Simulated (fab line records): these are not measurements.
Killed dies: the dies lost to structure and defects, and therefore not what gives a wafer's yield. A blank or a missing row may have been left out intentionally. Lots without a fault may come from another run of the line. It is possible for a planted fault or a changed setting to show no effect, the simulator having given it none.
Chamber matching | flow nandHarc | NHARC_P_BONDPAD_CMP_19 on cmp-03 has 4 sister chambers
The step polishes, t overpolish 30 s, cu recess touch 16 s, target thk 160.81 nm. 4 wafers are shown with their chamber, then 9 later ones without.

== EACH WAFER AND ITS CHAMBER ==
wafer  | chamber | motorCurrentA (A)
L871.5 | 0       | 13.7
L881.2 | 3       | 10.5
L888.3 | 1       | 15.3
L888.4 | 2       | 11.8

== WAFERS WITHOUT THEIR CHAMBER ==
wafer  | motorCurrentA (A)
L888.6 | 10.7
L889.2 | 11.4
L889.4 | 10.4
L889.5 | 14.0
L891.2 | 13.4
L891.3 | 10.6
L892.4 | 10.7
L892.5 | 16.1
L892.6 | 13.3

== EACH ONE'S CHAMBER ==
wafer  | from the rows above     | in truth
L888.6 | 3                       | 3
L889.2 | can't be placed: 2 or 3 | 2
L889.4 | 3                       | 3
L889.5 | 0                       | 0
L891.2 | 0                       | 0
L891.3 | 3                       | 3
L892.4 | 3                       | 3
L892.5 | 1                       | 1
L892.6 | 0                       | 0
Correct placement for 8 of the 9. Unplaceable from these rows: 1, with the true chamber sitting among the candidates in 1. Placed wrongly: 0.
How it was worked out, from the rows above alone: a wafer's distance from a chamber is the root of the sum, over the readings, of the square of ((its reading less the chamber's mean) divided by the reading's scatter). The wafer belongs to the nearest chamber; if the next one is less than 2 further off, it can't be placed. For every chamber, the mean is computed from those of its wafers that are shown. The scatter: with one shown wafer a chamber, the root of the mean of the squares of how far each hidden wafer lies from its nearest shown one.
